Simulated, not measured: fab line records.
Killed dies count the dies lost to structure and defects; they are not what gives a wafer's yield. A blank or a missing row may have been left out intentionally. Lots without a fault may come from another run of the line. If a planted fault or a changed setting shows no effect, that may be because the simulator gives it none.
What tool caused it?	flow n5_finfet	36 wafers from 12 lots sampled at 4 of the route's 1938 steps

## WHAT THE GAUGES READ, wafer by wafer
N5_BEOL_M1_OVL_MEAS_12.
lot	measured	on	M1_OVL (nm)
L075	day 6 05:13	overlay-01	-1.4 -1.5 -1.8
L078	day 6 23:38	overlay-02	-0.1 0.4 0.1
L079	day 7 12:59	overlay-01	-0.3 -0.4 -0.2
L081	day 8 02:52	overlay-01	-0.9 -1.1 -1.0
L083	day 8 17:49	overlay-01	1.0 0.0 0.9
L084	day 8 21:54	overlay-02	0.6 -0.7 -0.1
L088	day 9 14:31	overlay-02	1.3 1.0 0.8
L089	day 10 04:46	overlay-02	-0.2 -1.0 -0.3
L091	day 10 17:29	overlay-02	0.3 0.1 -0.5
L094	day 11 04:42	overlay-01	-0.2 -0.4 -0.4
L096	day 11 13:16	overlay-01	-0.7 -0.4 0.3
L097	day 11 23:29	overlay-02	0.1 0.2 0.4

## TOOL THAT RAN EACH LOT (tool first, then ch and the chambers of the sampled wafers, then the start)
lot	N5_BEOL_M0_STRIP_142	N5_BEOL_M0_PRE_CLEAN_113	N5_BEOL_M0_ANNEAL_133
L075	rie_diel-06 ch 1,3, day 6 00:05	pvd_sputter-01, day 6 01:01	pvd_sputter-01, day 6 02:15
L078	rie_diel-06 ch 1,2, day 6 13:57	pvd_sputter-03, day 6 19:44	pvd_sputter-03, day 6 21:06
L079	rie_diel-04 ch 1,2,3, day 7 06:48	pvd_sputter-01, day 7 07:21	pvd_sputter-01, day 7 09:48
L081	rie_diel-05 ch 0,2,3, day 7 19:32	pvd_sputter-01, day 7 20:40	pvd_sputter-01, day 7 21:22
L083	rie_diel-06 ch 1,2,3, day 8 12:58	pvd_sputter-02, day 8 14:01	pvd_sputter-03, day 8 14:54
L084	rie_diel-04 ch 1,2,3, day 8 16:58	pvd_sputter-03, day 8 17:43	pvd_sputter-03, day 8 18:36
L088	rie_diel-06 ch 1,2,3, day 9 08:29	pvd_sputter-01, day 9 09:25	pvd_sputter-03, day 9 11:53
L089	rie_diel-06 ch 0,1, day 9 22:59	pvd_sputter-01, day 10 00:01	pvd_sputter-02, day 10 02:27
L091	rie_diel-05 ch 2,3, day 10 12:19	pvd_sputter-01, day 10 13:07	pvd_sputter-01, day 10 14:14
L094	rie_diel-06 ch 0,1,2, day 10 23:11	pvd_sputter-01, day 11 01:20	pvd_sputter-02, day 11 02:02
L096	rie_diel-06 ch 2,3, day 11 09:05	pvd_sputter-01, day 11 09:36	pvd_sputter-02, day 11 10:35
L097	rie_diel-05 ch 0,1, day 11 17:58	pvd_sputter-03, day 11 19:26	pvd_sputter-03, day 11 20:25
- N5_BEOL_M0_STRIP_142: strips in N2/H2, time 10 s.
- N5_BEOL_M0_PRE_CLEAN_113: time 30 s.
- N5_BEOL_M0_ANNEAL_133: time 60 s.

## THE ANSWER, worked out from the rows above alone
Rule: the lots themselves supply what counts as usual. Put in order of their means at a reading, lots are off if they are a third of the lots or fewer, leave a main group of 4 or more, and stand apart from it by a gap of 3 or more times the standard deviation of the main group's means; of several such gaps the widest counts. A main group whose means are all the same, to the digits that the tables above print for the reading, isn't used. Also off: a lot with no number at a reading for which 4 or more lots have one. All remaining lots with rows at the step are treated as sound.
Across all readings shown, no lot is off: no conclusion can be drawn from this.

## WHAT HAD BEEN PUT IN BY THE SIMULATOR
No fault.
